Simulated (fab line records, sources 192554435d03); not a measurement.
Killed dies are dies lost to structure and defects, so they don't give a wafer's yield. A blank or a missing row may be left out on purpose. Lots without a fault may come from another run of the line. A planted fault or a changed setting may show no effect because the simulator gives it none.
Split-lot experiment | flow n5_finfet | 7 lots, 21 wafers read, on a route of 1938 steps

THE SPLIT
At N5_BEOL_M6_ETCH_61 (etches SiARC in CF4, target depth 45.5 nm, time 75.8 s), the setting bias_w was moved away from the recipe's 36 W on 7 of the 21 wafers read, by -16.2% to +15.6%. The other wafers ran this setting at the recipe's value.

The reading is taken at the split's own step.

THE READING
rf_vpp_V, in V, at N5_BEOL_M6_ETCH_61 (etches SiARC in CF4, target depth 45.5 nm, time 75.8 s). Fault-free wafers of this fab line usually give 184.1 V, standard deviation 1.1 V.

wafer  | tool, chamber at the split | bias_w as run, W | against the recipe | rf_vpp_V, V | against lot-mates on the recipe
L082.2 | rie_diel-03, 0             | 36               | recipe             | 183.6       | -
L082.4 | rie_diel-03, 2             | 36               | recipe             | 182.5       | -
L082.6 | rie_diel-03, 1             | 36               | recipe             | 182.7       | -
L081.1 | rie_diel-01, 1             | 36               | recipe             | 185.4       | -
L081.2 | rie_diel-01, 3             | 40.11            | +11.4%             | 200.9       | +15.5
L081.3 | rie_diel-01, 2             | 40.11            | +11.4%             | 196.9       | +11.5
L083.3 | rie_diel-01, 0             | 36               | recipe             | 184.1       | -
L083.4 | rie_diel-01, 2             | 30.69            | -14.7%             | 167.9       | -16.2
L083.6 | rie_diel-01, 2             | 30.69            | -14.7%             | 165.8       | -18.3
L088.1 | rie_diel-05, 3             | 30.16            | -16.2%             | 163.3       | -19.4
L088.4 | rie_diel-05, 2             | 36               | recipe             | 182.6       | -
L088.6 | rie_diel-05, 3             | 36               | recipe             | 182.8       | -
L087.1 | rie_diel-05, 3             | 41.63            | +15.6%             | 201.8       | +17.3
L087.2 | rie_diel-05, 2             | 36               | recipe             | 184.5       | -
L087.3 | rie_diel-05, 1             | 41.63            | +15.6%             | 201.4       | +16.9
L086.1 | rie_diel-03, 3             | 36               | recipe             | 183.8       | -
L086.2 | rie_diel-03, 0             | 36               | recipe             | 186.2       | -
L086.3 | rie_diel-03, 2             | 36               | recipe             | 182.4       | -
L090.2 | rie_diel-05, 2             | 36               | recipe             | 184.4       | -
L090.4 | rie_diel-05, 2             | 36               | recipe             | 181.7       | -
L090.6 | rie_diel-05, 0             | 36               | recipe             | 183.9       | -

THE FIT
A straight line over all 21 wafers: rf_vpp_V changes by +1.2 V for each +1% of bias_w; r = +0.99; the points scatter about the line by 1.4 V.
The same after taking each lot's own level away (the mean of its wafers on the recipe; 21 wafers): +1.15 V for each +1%; r = +0.99; scatter 1.1 V.
On that fit, the largest move of bias_w shifts the reading by 19 V.
The lots' own levels span 182.70 to 185.40 V, that is 2.5 times the standard deviation above.
So the lot-to-lot level changes the slope little: the two slopes agree.
Check: with one of the wafers moved furthest among these (-16.2%) left out of the fit, the line predicts -18.6 V for it against its lot-mates. It came out at -19.4 V against them.
Tool readings at the split's step, against how far the setting was moved: rf_vpp_V r = +0.99.

OTHER SPLITS ON THESE WAFERS
These wafers also went through other splits before the reading. Each is held against what the fit with the lots' levels taken away leaves over:
other split on the same wafers | wafers away from the commonest value | r with rf_vpp_V (lot level and that fit taken away)
N5_BEOL_M5_EXPOSE_08 dose_mj   | 7                                    | -0.06
N5_BEOL_M5_ETCH_62 source_w    | 6                                    | +0.26
N5_BEOL_M6_COAT_60 spin_rpm    | 7                                    | -0.20

THE FILE'S OWN FIT
rf_vpp_V changes by +1.16 V for each +1% of bias_w, r = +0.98.
